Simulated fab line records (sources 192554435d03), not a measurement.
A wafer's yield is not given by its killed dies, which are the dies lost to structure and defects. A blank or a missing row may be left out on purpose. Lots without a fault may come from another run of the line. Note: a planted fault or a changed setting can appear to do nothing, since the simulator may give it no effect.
2 desks looking at one fault || flow n5-finfet || what lay behind the numbers comes last; until then each desk has only its own

== DESK OF THE TOOL OWNER: pecvd-04 ==
The tool's own readings at N5_BEOL_M13_ILD_DEP_00 (deposits SiOC from DEMS/O2, target thk 837.92 nm, time 166.4 s): means of the sampled wafers that have a number, for each lot that ran on this tool. Marked OUT: a lot whose mean sits more than 4 standard deviations from the usual mean, which makes it out of limits; the brackets give that distance.
Columns: A = heater-power-w at N5_BEOL_M13_ILD_DEP_00, usual 547 W; B = run-length-s at N5_BEOL_M13_ILD_DEP_00, usual 211.1 s; C = showerhead-plenum-p-Torr at N5_BEOL_M13_ILD_DEP_00, usual 5.690 Torr; D = throttle-valve-pct at N5_BEOL_M13_ILD_DEP_00, usual 11.8 %
{"lot": "L917", "first seen here": "day 13 18:43", "A": 500, "B": 211.1, "C": 5.693, "D": 12.0}
{"lot": "L920", "first seen here": "day 14 15:30", "A": 506, "B": 211.2, "C": 5.694, "D": 11.5}
{"lot": "L923", "first seen here": "day 16 12:43", "A": 558, "B": "219.7 (+13) OUT", "C": 5.683, "D": 12.2}
{"lot": "L928", "first seen here": "day 17 08:18", "A": 524, "B": "219.3 (+13) OUT", "C": 5.680, "D": 11.5}
{"lot": "L931", "first seen here": "day 17 13:31", "A": 502, "B": "224.1 (+20) OUT", "C": 5.688, "D": 11.9}
This desk finds L923, L928, L931 out of limits, L923 being first, at day 16 12:43 (run-length-s at N5_BEOL_M13_ILD_DEP_00). In limits: L917, L920.

== METROLOGY DESK ==
Means of the sampled wafers that have a number, per lot and without regard to the tool the lot ran on: this is what the gauges read. Marked OUT: a lot whose mean sits more than 4 standard deviations from the usual mean, which makes it out of limits; the brackets give that distance.
Columns: A = M13_ILD_THK at N5_BEOL_M13_THK_MEAS_01, usual 839 nm
{"lot": "L917", "first seen here": "day 13 18:52", "A": 836}
{"lot": "L919", "first seen here": "day 13 23:04", "A": 832}
{"lot": "L920", "first seen here": "day 14 15:43", "A": 844}
{"lot": "L922", "first seen here": "day 14 21:02", "A": 856}
{"lot": "L923", "first seen here": "day 16 12:55", "A": "886 (+4.3) OUT"}
{"lot": "L928", "first seen here": "day 17 08:27", "A": 883}
{"lot": "L931", "first seen here": "day 17 13:40", "A": "906 (+6.0) OUT"}
{"lot": "L933", "first seen here": "day 18 03:56", "A": 835}
{"lot": "L934", "first seen here": "day 18 06:46", "A": 838}
{"lot": "L939", "first seen here": "day 19 08:58", "A": 835}
This desk finds L923, L931 out of limits, with the earliest case on L923 at day 16 12:55 (M13_ILD_THK at N5_BEOL_M13_THK_MEAS_01). In limits: L917, L919, L920, L922, L928, L933, L934, L939.

== PUT TOGETHER ==
On L923, L928, L931, at day 16 12:43, an alarm was possible from the tool owner's desk.
L923, L931 would have let the metrology desk raise an alarm at day 16 12:55.
The metrology desk holds a record of L928, inside its limits.
Of the lots named, all ran N5_BEOL_M13_ILD_DEP_00 on pecvd-04.

== WHAT THE SIMULATOR PUT IN ==
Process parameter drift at N5_BEOL_M13_ILD_DEP_00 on pecvd-04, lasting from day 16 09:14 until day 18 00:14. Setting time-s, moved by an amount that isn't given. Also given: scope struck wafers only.
Struck lots among those shown: L923, L928, L931.
Fault start to first reading out of limits, in hours, per desk: tool owner, 3; metrology, 4.
